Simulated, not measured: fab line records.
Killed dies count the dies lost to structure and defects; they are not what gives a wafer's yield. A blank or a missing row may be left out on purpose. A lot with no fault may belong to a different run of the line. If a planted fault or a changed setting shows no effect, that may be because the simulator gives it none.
What tool caused it? | flow nand harc | Sampling: 6 lots, 18 wafers, 4 of 1159 route steps

== WHAT THE GAUGES SHOWED, per wafer ==
NHARC_END_SORT_01.
lot  | measured     | on        | sort_bin_2_pct (%)
L709 | day 19 11:27 | prober-02 | 1.3 1.5 0.6
L710 | day 19 17:22 | prober-02 | 2.1 0.9 1.5
L721 | day 23 07:10 | prober-02 | 2.1 2.4 2.2
L723 | day 23 19:49 | prober-02 | 97.8 97.2 96.8
L727 | day 24 13:43 | prober-01 | 1.2 2.1 1.0
L729 | day 24 19:20 | prober-02 | 1.6 3.0 2.4

== TOOL THAT RAN EACH LOT (tool first, then ch and the chambers of the sampled wafers, then the start) ==
lot  | NHARC_A_M0_STRIP_18                | NHARC_A_M0_PRE_CLEAN_29                 | NHARC_A_M0_PVD_21
L709 | rie diel-03 ch 0,1, day 17 21:47   | pvd sputter-03, day 17 22:32 or earlier | pvd sputter-03, day 17 22:32
L710 | rie diel-12 ch 0,2,3, day 18 01:10 | pvd sputter-03, day 18 01:56 or earlier | pvd sputter-03, day 18 01:56
L721 | rie diel-03 ch 1,2, day 21 16:16   | pvd sputter-02, day 21 17:02 or earlier | pvd sputter-02, day 21 17:02
L723 | rie diel-03 ch 0,3, day 22 02:00   | pvd sputter-03, day 22 02:50 or earlier | pvd sputter-03, day 22 02:50
L727 | rie diel-12 ch 2,3, day 22 19:05   | pvd sputter-02, day 22 19:54 or earlier | pvd sputter-02, day 22 19:54
L729 | rie diel-03 ch 0,1,3, day 23 00:34 | pvd sputter-03, day 23 01:17 or earlier | pvd sputter-03, day 23 01:17
- NHARC_A_M0_STRIP_18: strips in N2/H2.
- NHARC_A_M0_PRE_CLEAN_29: time 30 s.
- NHARC_A_M0_PVD_21: deposits Cu, target thk 30 nm, time 20.49 s.

== THE ANSWER, worked out from the rows above alone ==
Rule: the usual values come from the lots themselves. Put in order of their means at a reading, lots are off if they are a third of the lots or fewer, leave a main group of 4 or more, and stand apart from it by a gap of 3 or more times the standard deviation of the main group's means; of several such gaps the widest counts. A main group is skipped when, at the precision printed for the reading in the tables above, its means are all equal. A lot without any number at a reading at which 4 lots or more have one is off too. Where the step has rows for the other lots, those lots are counted as sound.
Off at NHARC_END_SORT_01 (sort_bin_2_pct): L723. Mean 1.7 % and standard deviation 0.47 in the main group.
If a tool, at a process step before that reading, ran all the lots that are off and no sound lot after the first of them, it fits. Those tools and the gauges at NHARC_END_SORT_01 are tried in the same way. NHARC_A_M0_PRE_CLEAN_29: start missing for some lots; hours and lot order therefore follow NHARC_A_M0_PVD_21. Not one of the candidates tried fits.

== WHAT HAD BEEN PUT IN BY THE SIMULATOR ==
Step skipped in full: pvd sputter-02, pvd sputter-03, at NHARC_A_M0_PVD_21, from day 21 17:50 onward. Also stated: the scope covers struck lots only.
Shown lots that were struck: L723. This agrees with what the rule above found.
